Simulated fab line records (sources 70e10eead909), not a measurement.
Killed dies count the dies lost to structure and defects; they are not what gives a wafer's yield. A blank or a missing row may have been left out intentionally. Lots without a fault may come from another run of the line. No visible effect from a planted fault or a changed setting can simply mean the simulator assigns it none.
fab line records -- flow nand_harc
record lots=15, wafers=45, last_day=33
route steps=1302 shown A_CHANNEL_HOLE_D1@451
lots that met no fault: taken from a fault-free run of the same line
start_h: hours from the record's opening day to when the first of the lot's shown wafers began -- wait_h: hours elapsed since this lot's preceding step -- " repeats the value in the row above -- L1.1+2: a single row standing in for several wafers -- - either no value or no given start -- * or withheld: withheld -- < > ~ a bound
route shown NAME@n: NAME is a module with steps in the file, n the number in the route of the first one -- usual: mean and standard deviation over wafers with no fault -- same: alike in all rows -- chamber/n: place in a boat -- sites: readings site by site -- _std_site: the values' standard deviation -- _edge_site: outer sites' mean less inner sites' -- radius_mm: how far each site lies from the wafer's centre -- mask NAME#n: copy n -- behind: tool/chamber where the wafer was last shaped -- hold: the reason the lot was held/the length of the hold in hours/how it ended -- device: transistor that didn't switch, given as n, p or np -- end of line: tests run on the same wafers once the route is complete -- for a step that has no rows: nothing shown but its recipe -- killed: count of dies lost to structure and defects at first sort (not the wafer's yield) -- map: per-die view of a wafer (x killed, . not killed, _ where there is no die)
set.NAME: the setting that was run; set.NAME@STEP: the one run at that earlier step -- model.NAME: the simulator's own value behind a step, which no gauge read
the route's steps for a sample of lots (tables are steps, rows are wafers)
services: from which hour (start_h, from the record's first day; less than 0 if before it) a tool's chamber was out of use, for how many hours, and why
## steps
# step NHARC_A_CHANNEL_HOLE_D1_DEP_01
# recipe target_thk_a=1400, target_thk_nm=140, temp_c=400, pressure_torr=3.5, flow_sccm=200, rf_w=350, material=SiON
# usual heater_power_w=765/110
lot.wafer,tool,chamber,start_h,wait_h,heater_power_w
L106.3,pecvd-03,0,186.32,1.0,707
L106.5,pecvd-03,1,186.32,1.0,665
L106.4,pecvd-03,2,186.32,1.0,641
L108.2,pecvd-01,0,216.23,1.3,935
L108.3,pecvd-01,1,216.23,1.3,899
L108.4,pecvd-01,1,216.23,1.3,928
L109.3,pecvd-04,0,216.23,1.0,650
L109.4,pecvd-04,2,216.23,1.0,696
L109.6,pecvd-04,0,216.23,1.0,686
L111.1,pecvd-03,2,238.63,1.7,666
L111.5,pecvd-03,0,238.63,1.7,755
L111.6,pecvd-03,2,238.63,1.7,696
L112.2,pecvd-03,0,250.66,1.3,797
L112.4,pecvd-03,0,250.66,1.3,804
L112.5,pecvd-03,2,250.66,1.3,601
L114.1,pecvd-03,2,262.67,1.6,590
L114.4,pecvd-03,2,262.67,1.6,615
L114.5,pecvd-03,1,262.67,1.6,629
L116.3,pecvd-01,0,287.04,1.5,927
L116.1,pecvd-01,1,287.04,1.5,877
L116.4,pecvd-01,2,287.04,1.5,880
L121.1,pecvd-04,2,337.92,1.6,701
L121.3,pecvd-04,1,337.92,1.6,749
L121.5,pecvd-04,2,337.92,1.6,718
L122.1,pecvd-04,1,349.28,1.6,746
L122.3,pecvd-04,0,349.28,1.6,749
L122.6,pecvd-04,0,349.28,1.6,781
L123.3,pecvd-01,1,358.42,1.0,868
L123.2,pecvd-01,2,358.42,1.0,985
L123.1,pecvd-01,0,358.42,1.0,767
L124.1,pecvd-01,0,367.84,1.7,802
L124.4,pecvd-01,1,367.84,1.7,881
L124.5,pecvd-01,2,367.84,1.7,991
L125.1,pecvd-03,1,381.16,1.6,609
L125.4,pecvd-03,2,381.16,1.6,690
L125.6,pecvd-03,0,381.16,1.6,713
L126.3,pecvd-01,1,388.55,1.0,842
L126.1,pecvd-01,2,388.55,1.0,819
L126.5,pecvd-01,0,388.55,1.0,820
L127.3,pecvd-04,1,394.83,1.2,795
L127.4,pecvd-04,1,394.83,1.2,788
L127.5,pecvd-04,0,394.83,1.2,729
L128.1,pecvd-01,0,415.64,1.7,769
L128.5,pecvd-01,1,415.64,1.7,840
L128.4,pecvd-01,2,415.64,1.7,844
# step NHARC_A_CHANNEL_HOLE_D1_DESCUM_15
# recipe time_s=3, o2_flow_sccm=200, ar_flow_sccm=0, bias_power_w=0, chemistry=O2
# usual drypump_motor_current_A=5.7/0.65, oes_product_au=0.999/0.0074, rf_vpp_V=57.6/0.85, showerhead_plenum_p_Torr=1.86/0.076, throttle_valve_pct=11.311/0.009
lot.wafer,tool,chamber,start_h,wait_h,drypump_motor_current_A,oes_product_au,rf_hours_counter_h,rf_vpp_V,showerhead_plenum_p_Torr,throttle_valve_pct
L106.4,rie_diel-11,2,187.22,0.1,5.2,1.005,9,59.0,1.86,11.318
L106.3,rie_diel-11,3,187.22,0.1,5.1,1.005,9,57.1,1.80,11.300
L106.5,rie_diel-11,3,187.22,0.1,5.1,0.997,-,57.4,1.80,11.297
L109.4,rie_diel-11,2,217.08,0.1,5.2,0.996,11,56.6,1.86,11.326
L109.3,rie_diel-11,0,217.08,0.1,5.9,0.995,11,58.8,1.94,11.295
L109.6,rie_diel-11,3,217.08,0.1,5.1,1.004,-,56.5,1.80,11.320
L108.3,rie_diel-01,2,219.52,2.4,6.4,0.996,2,56.9,1.78,11.314
L108.2,rie_diel-01,3,219.52,2.4,6.1,0.995,4,58.8,1.80,11.301
L108.4,rie_diel-01,0,219.52,2.4,4.8,0.996,4,55.7,1.78,11.310
L111.1,rie_diel-11,0,239.37,0.1,5.9,1.000,12,57.9,1.94,11.322
L111.5,rie_diel-11,2,239.37,0.1,5.2,0.995,-,56.7,1.86,11.306
L111.6,rie_diel-11,3,239.37,0.1,5.1,1.009,-,55.8,1.79,11.296
L112.2,rie_diel-05,2,251.47,0.1,4.7,0.989,2,58.4,1.92,11.315
L112.4,rie_diel-05,0,251.47,0.1,5.9,0.982,1,56.9,1.81,11.298
L112.5,rie_diel-05,1,251.47,0.1,5.3,0.988,-,58.4,2.00,11.315
L114.1,rie_diel-05,1,263.58,0.1,5.3,0.989,7,59.3,2.00,11.320
L114.4,rie_diel-05,2,263.58,0.1,4.7,1.000,7,57.8,1.92,11.321
L114.5,rie_diel-05,2,263.58,0.1,4.7,0.991,-,57.0,1.92,11.313
L116.3,rie_diel-11,1,287.96,0.1,6.7,0.993,2,57.1,1.84,11.308
L116.4,rie_diel-11,2,287.96,0.1,5.2,1.006,2,58.5,1.86,11.307
L116.1,rie_diel-11,3,287.96,0.1,5.0,1.000,2,57.9,1.79,11.314
L121.1,rie_diel-11,0,338.85,0.1,5.9,1.005,6,58.0,1.94,11.298
L121.3,rie_diel-11,2,338.85,0.1,5.2,1.012,6,58.6,1.86,11.307
L121.5,rie_diel-11,0,338.85,0.1,5.9,0.990,-,58.1,1.94,11.329
L122.3,rie_diel-11,3,350.18,0.1,5.0,0.993,8,58.7,1.79,11.315
L122.1,rie_diel-11,0,350.18,0.1,5.9,1.003,7,58.7,1.94,11.305
L122.6,rie_diel-11,0,350.18,0.1,5.9,0.991,-,58.2,1.94,11.295
L123.3,rie_diel-11,2,359.33,0.1,5.2,1.000,9,56.6,1.86,11.312
L123.1,rie_diel-11,3,359.33,0.1,5.1,0.995,8,59.4,1.79,11.320
L123.2,rie_diel-11,0,359.33,0.1,5.9,0.998,8,58.2,1.94,11.321
L124.1,rie_diel-01,0,368.62,0.1,4.8,1.000,56,58.1,1.76,11.308
L124.4,rie_diel-01,1,368.62,0.1,6.3,1.004,51,57.1,2.00,11.330
L124.5,rie_diel-01,3,368.62,0.1,6.0,1.002,-,56.4,1.79,11.322
L125.4,rie_diel-11,1,382.06,0.1,6.7,1.002,9,56.6,1.83,11.305
L125.1,rie_diel-11,0,382.06,0.1,5.9,0.995,9,58.1,1.94,11.313
L125.6,rie_diel-11,2,382.06,0.1,5.2,1.000,-,58.8,1.86,11.322
L126.3,rie_diel-11,1,389.31,0.1,6.7,0.995,10,57.4,1.83,11.305
L126.1,rie_diel-11,3,389.31,0.1,5.1,1.005,10,56.3,1.79,11.326
L126.5,rie_diel-11,0,389.31,0.1,5.9,0.993,-,57.7,1.94,11.314
L127.3,rie_diel-11,0,395.74,0.1,5.9,0.993,10,58.5,1.94,11.307
L127.4,rie_diel-11,1,395.74,0.1,6.7,0.992,10,57.9,1.83,11.320
L127.5,rie_diel-11,3,395.74,0.1,5.0,0.978,-,58.2,1.79,11.316
L128.4,rie_diel-11,2,416.49,0.1,5.2,1.003,13,57.0,1.86,11.314
L128.1,rie_diel-11,1,416.49,0.1,6.7,1.001,13,57.9,1.83,11.303
L128.5,rie_diel-11,3,416.49,0.1,5.1,0.999,-,57.9,1.79,11.301
# step NHARC_A_CHANNEL_HOLE_D1_ETCH_16
# recipe target_depth_a=31000, over_etch_frac=0.3, time_s=806, ion_energy_ev=150, o2_flow_sccm=400, cos_flow_sccm=20, ar_flow_sccm=0, rf_w=500, bias_w=300, chemistry=O2/COS
# usual bias_w=300.0/0.9, chamber_pressure_mTorr=20.001/0.018, drypump_motor_current_A=5.6/0.65, oes_product_au=1.001/0.0076, rf_vpp_V=313.0/1.9, showerhead_plenum_p_Torr=3.04/0.11, throttle_valve_pct=28.330/0.0097
lot.wafer,tool,chamber,start_h,wait_h,bias_w,chamber_pressure_mTorr,drypump_motor_current_A,oes_product_au,rf_hours_counter_h,rf_vpp_V,showerhead_plenum_p_Torr,throttle_valve_pct
L106.3,rie_diel-11,1,187.75,-,300.7,20.003,6.7,1.003,8,314.0,3.00,28.327
L106.4,rie_diel-11,2,187.75,-,301.1,19.992,5.2,1.010,9,314.1,3.05,28.332
L106.5,rie_diel-11,2,187.75,-,299.9,19.978,5.2,1.009,-,314.6,3.05,28.327
L109.3,rie_diel-05,1,219.95,-,300.0,20.029,5.3,0.997,50,315.9,3.26,28.321
L109.4,rie_diel-05,3,219.95,-,299.1,19.976,6.4,0.998,62,317.2,3.31,28.328
L109.6,rie_diel-05,1,219.95,-,298.9,20.016,5.3,0.996,-,316.6,3.26,28.335
L108.3,rie_diel-01,3,220.16,-,299.3,20.026,6.1,1.012,5,312.0,2.95,28.330
L108.4,rie_diel-01,0,220.16,-,299.2,19.988,4.8,1.005,5,309.6,2.91,28.329
L108.2,rie_diel-01,1,220.16,-,299.7,19.977,6.3,0.999,3,316.8,3.28,28.328
L111.1,rie_diel-11,3,239.92,-,299.7,20.010,5.0,1.025,13,312.2,2.94,28.306
L111.5,rie_diel-11,3,239.92,-,299.8,20.015,5.1,1.016,-,310.5,2.94,28.334
L111.6,rie_diel-11,0,239.92,-,301.1,19.981,5.9,0.999,-,314.3,3.16,28.332
L112.4,rie_diel-11,3,252.08,-,299.9,19.964,5.1,1.016,14,312.0,2.94,28.314
L112.2,rie_diel-11,2,252.08,-,301.6,19.991,5.2,1.001,13,312.8,3.04,28.331
L112.5,rie_diel-11,0,252.08,-,299.7,19.975,5.9,0.998,-,315.5,3.16,28.348
L114.1,rie_diel-05,1,264.11,-,300.2,20.014,5.3,0.989,7,315.5,3.25,28.321
L114.4,rie_diel-05,3,264.11,-,299.9,19.997,6.3,0.991,5,316.8,3.30,28.320
L114.5,rie_diel-05,1,264.11,-,301.6,19.978,5.3,0.991,-,317.3,3.25,28.332
L116.3,rie_diel-11,3,288.54,-,300.1,20.001,5.0,1.012,2,311.1,2.94,28.332
L116.1,rie_diel-11,0,288.54,-,299.3,20.011,5.9,1.003,2,315.2,3.16,28.339
L116.4,rie_diel-11,1,288.54,-,300.0,20.012,6.7,1.000,2,311.8,3.00,28.329
L121.1,rie_diel-11,2,339.44,-,-,-,-,-,-,-,-,-
L121.3,rie_diel-11,0,339.44,-,-,-,-,-,-,-,-,-
L121.5,rie_diel-11,1,339.44,-,-,-,-,-,-,-,-,-
L122.3,rie_diel-11,2,350.71,-,-,-,-,-,-,-,-,-
L122.1,rie_diel-11,3,350.71,-,-,-,-,-,-,-,-,-
L122.6,rie_diel-11,3,350.71,-,-,-,-,-,-,-,-,-
L123.3,rie_diel-11,3,359.85,-,-,-,-,-,-,-,-,-
L123.2,rie_diel-11,1,359.85,-,-,-,-,-,-,-,-,-
L123.1,rie_diel-11,2,359.85,-,-,-,-,-,-,-,-,-
L124.4,rie_diel-01,3,369.13,-,300.4,19.991,6.1,0.999,58,311.1,2.93,28.341
L124.1,rie_diel-01,2,369.13,-,301.2,20.027,6.4,1.013,45,310.6,2.89,28.311
L124.5,rie_diel-01,3,369.13,-,299.4,20.022,6.1,1.003,-,310.1,2.93,28.326
L125.4,rie_diel-11,0,382.70,-,300.0,19.993,5.9,1.001,9,313.4,3.16,28.332
L125.1,rie_diel-11,1,382.70,-,299.0,20.011,6.7,1.001,9,312.9,3.00,28.325
L125.6,rie_diel-11,3,382.70,-,300.4,19.965,5.1,0.997,-,310.5,2.93,28.302
L126.1,rie_diel-11,3,389.91,-,299.2,20.009,5.0,0.996,10,310.9,2.93,28.324
L126.3,rie_diel-11,0,389.91,-,299.9,19.991,5.9,1.011,10,314.9,3.16,28.317
L126.5,rie_diel-11,2,389.91,-,299.5,20.003,5.2,1.015,-,313.1,3.04,28.334
L127.3,rie_diel-11,2,396.38,-,302.9,19.985,5.2,1.001,11,313.3,3.04,28.328
L127.4,rie_diel-11,3,396.38,-,299.4,19.980,5.1,1.002,11,310.8,2.93,28.343
L127.5,rie_diel-11,0,396.38,-,298.8,20.006,5.9,0.997,-,312.9,3.16,28.330
L128.4,rie_diel-11,2,417.02,-,300.6,20.005,5.2,1.009,13,313.5,3.04,28.343
L128.1,rie_diel-11,3,417.02,-,299.8,20.007,5.1,1.000,13,311.4,2.93,28.334
L128.5,rie_diel-11,2,417.02,-,300.4,20.010,5.2,1.008,-,314.0,3.04,28.337
# step NHARC_A_CHANNEL_HOLE_D1_ETCH_21
# recipe bias_v=3000, source_w=withheld, pressure_mtorr=20, time_s=514.3, ar_flow_sccm=375, c4f8_flow_sccm=89.3, o2_flow_sccm=35.7, temp_c=-20, target_depth_a=16000, chemistry=C4F8/O2/Ar
# usual c4f8_flow_sccm=89.32/0.28, chamber_pressure_mTorr=20.002/0.018, drypump_motor_current_A=5.7/0.51, oes_air_line_au=1.002/0.021, showerhead_plenum_p_Torr=3.61/0.096, temp_c=-20.00/0.11, throttle_valve_pct=32.155/0.0094
lot.wafer,tool,chamber,start_h,wait_h,c4f8_flow_sccm,chamber_pressure_mTorr,drypump_motor_current_A,oes_air_line_au,rf_hours_counter_h,showerhead_plenum_p_Torr,temp_c,throttle_valve_pct
L106.4,har_etch-01,0,188.98,0.3,89.11,19.987,6.4,1.014,-,3.57,-20.16,32.149
L106.3,har_etch-01,1,188.98,0.3,89.21,19.997,5.1,1.006,-,3.71,-20.02,32.135
L106.5,har_etch-01,0,188.98,0.3,89.10,20.009,6.4,1.006,-,3.57,-20.15,32.162
L109.4,har_etch-02,1,221.17,0.3,89.35,19.998,5.8,1.007,-,3.50,-19.91,32.150
L109.3,har_etch-02,0,221.17,0.3,89.04,19.975,5.7,1.014,-,3.71,-20.08,32.148
L109.6,har_etch-02,1,221.17,0.3,89.82,20.041,5.8,1.013,-,3.50,-19.95,32.145
L108.2,har_etch-01,0,224.74,0.3,89.28,20.007,6.4,0.996,112,3.56,-20.13,32.160
L108.3,har_etch-01,0,224.74,0.3,89.17,19.966,6.4,1.022,-,3.56,-19.94,32.155
L108.4,har_etch-01,1,224.74,0.3,89.74,20.014,5.1,1.022,-,3.70,-19.85,32.176
L111.1,har_etch-01,0,243.11,0.3,89.31,20.020,6.4,0.984,123,3.55,-20.00,32.168
L111.5,har_etch-01,0,243.11,0.3,89.47,19.991,6.4,0.983,-,3.55,-19.87,32.166
L111.6,har_etch-01,1,243.11,0.3,89.55,20.010,5.1,1.012,-,3.69,-20.06,32.149
L112.2,har_etch-01,0,253.23,0.3,89.44,20.022,6.4,0.995,127,3.55,-19.84,32.161
L112.4,har_etch-01,0,253.23,0.3,89.51,20.001,6.3,0.987,-,3.55,-19.89,32.158
L112.5,har_etch-01,1,253.23,0.3,88.89,20.011,5.1,1.016,-,3.69,-20.13,32.151
L114.1,har_etch-02,0,265.91,0.3,88.66,20.009,5.7,0.992,344,3.70,-20.00,32.162
L114.4,har_etch-02,0,265.91,0.3,89.23,20.000,5.7,0.982,-,3.70,-19.91,32.163
L114.5,har_etch-02,1,265.91,0.3,89.36,20.009,5.8,1.012,-,3.49,-20.09,32.148
L116.1,har_etch-02,0,289.56,0.3,89.84,20.037,5.7,0.994,355,3.69,-20.14,32.154
L116.3,har_etch-02,0,289.56,0.3,89.25,19.997,5.7,0.956,-,3.69,-20.11,32.144
L116.4,har_etch-02,1,289.56,0.3,89.34,19.994,5.8,1.011,-,3.48,-19.91,32.145
L121.1,har_etch-01,0,344.77,0.3,89.96,19.981,6.4,0.942,180,3.52,-19.98,32.151
L121.3,har_etch-01,1,344.77,0.3,89.38,20.019,5.1,1.003,-,3.66,-20.21,32.172
L121.5,har_etch-01,0,344.77,0.3,89.27,20.002,6.4,0.984,-,3.52,-19.85,32.157
L122.1,har_etch-01,0,351.86,0.3,89.67,19.998,6.4,1.025,184,3.52,-19.86,32.166
L122.3,har_etch-01,1,351.86,0.3,89.08,20.019,5.1,1.003,-,3.66,-19.96,32.151
L122.6,har_etch-01,1,351.86,0.3,89.50,19.973,5.1,1.012,-,3.66,-19.92,32.162
L123.1,har_etch-02,0,363.99,0.3,89.14,19.983,5.7,1.011,401,3.67,-20.09,32.154
L123.2,har_etch-02,1,363.99,0.3,89.36,19.971,5.8,0.995,401,3.46,-19.89,32.163
L123.3,har_etch-02,0,363.99,0.3,89.07,19.987,5.7,1.021,-,3.67,-19.62,32.147
L124.1,har_etch-01,0,370.29,0.3,89.46,20.051,6.3,1.000,196,3.51,-20.08,32.156
L124.4,har_etch-01,0,370.29,0.3,89.06,19.992,6.4,0.954,-,3.51,-20.06,32.142
L124.5,har_etch-01,0,370.29,0.3,89.13,19.978,6.3,0.985,-,3.51,-20.20,32.160
L125.1,har_etch-01,0,385.61,0.7,89.73,20.002,6.4,1.025,207,3.51,-19.91,32.153
L125.4,har_etch-01,0,385.61,0.7,89.15,19.991,6.4,1.014,-,3.51,-20.15,32.164
L125.6,har_etch-01,1,385.61,0.7,88.99,20.019,5.1,1.016,-,3.64,-20.05,32.163
L126.1,har_etch-01,1,393.89,0.3,89.59,19.995,5.1,0.998,215,3.64,-19.80,32.161
L126.3,har_etch-01,0,393.89,0.3,89.78,19.997,6.4,0.963,-,3.50,-20.14,32.147
L126.5,har_etch-01,1,393.89,0.3,88.72,20.012,5.1,0.981,-,3.64,-19.95,32.168
L127.3,har_etch-02,1,397.49,0.3,89.53,19.998,5.8,1.037,-,3.93,-19.91,32.139
L127.4,har_etch-02,0,397.49,0.3,89.23,19.988,5.6,0.991,-,3.66,-20.12,32.162
L127.5,har_etch-02,1,397.49,0.3,89.60,19.999,5.7,1.032,-,3.93,-20.03,32.147
L128.1,har_etch-01,1,419.56,0.3,89.90,19.969,5.1,0.990,230,3.63,-19.98,32.157
L128.4,har_etch-01,0,419.56,0.3,89.50,19.992,6.4,1.007,-,3.50,-19.97,32.143
L128.5,har_etch-01,1,419.56,0.3,89.78,19.993,5.1,0.969,-,3.63,-19.99,32.144
## services
tool,chamber,start_h,hours,kind
rie_diel-05,1,173.70,14.1,repair
pecvd-01,-,182.27,14.2,repair
rie_diel-11,0,185.51,-,clean
rie_diel-11,1,185.51,-,clean
rie_diel-11,2,185.51,-,clean
pecvd-03,1,188.74,7.0,repair
rie_diel-01,2,194.74,21.1,repair
pecvd-03,-,203.71,13.0,pm
rie_diel-01,-,203.80,9.0,pm
rie_diel-05,-,232.68,9.0,pm
pecvd-04,1,246.56,2.6,repair
pecvd-03,0,254.70,4.8,repair
rie_diel-11,-,255.51,9.0,pm
pecvd-04,-,269.30,13.0,pm
rie_diel-05,1,285.67,15.1,repair
rie_diel-01,2,287.60,22.0,repair
rie_diel-01,3,301.18,2.0,repair
pecvd-01,-,311.00,13.0,pm
rie_diel-05,3,324.57,5.5,repair
rie_diel-01,2,354.91,5.2,repair
har_etch-01,-,357.29,2.0,repair
har_etch-02,-,377.75,17.0,pm
rie_diel-01,-,380.80,9.0,pm
pecvd-03,-,384.71,13.0,pm
## key
first_sign step=NHARC_A_CHANNEL_HOLE_D1_ETCH_16, reading=tool_record, direction=missing
effect none on later readings
met_at NHARC_A_CHANNEL_HOLE_D1_ETCH_16
struck_lots L121,L122,L123
later_rows_left_out L121.1,L121.3,L121.5,L122.1,L122.3,L122.6,L123.1,L123.2,L123.3
sort_left_out L121.1,L121.3,L121.5,L122.1,L122.3,L122.6,L123.1,L123.2,L123.3
tester_left_out L121,L122,L123
not_acting_at NHARC_A_CHANNEL_HOLE_D1_DEP_01,NHARC_A_CHANNEL_HOLE_D1_DESCUM_15,NHARC_A_CHANNEL_HOLE_D1_ETCH_21
onset_between 288.54 339.44
fault kind=skipped_step_whole, tool=rie_diel-11, chamber=-, onset_h=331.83, steps=NHARC_A_CHANNEL_HOLE_D1_ETCH_16, scope=struck_lots_only
# tester_left_out: of these lots the tester's yield and bins aren't shown, on N5 and GAA mostly nor the transistor test; their killed dies are dies lost to structure and defects alone, not to doping, threshold or leakage, so they don't give the yield
# sort_left_out: the simulated sort isn't trusted on such a fault, so these wafers' sort isn't shown, and their yield isn't known
# later_rows_left_out: the simulator's readings of these wafers behind a module that went badly wrong aren't trusted and aren't shown, but for the sort
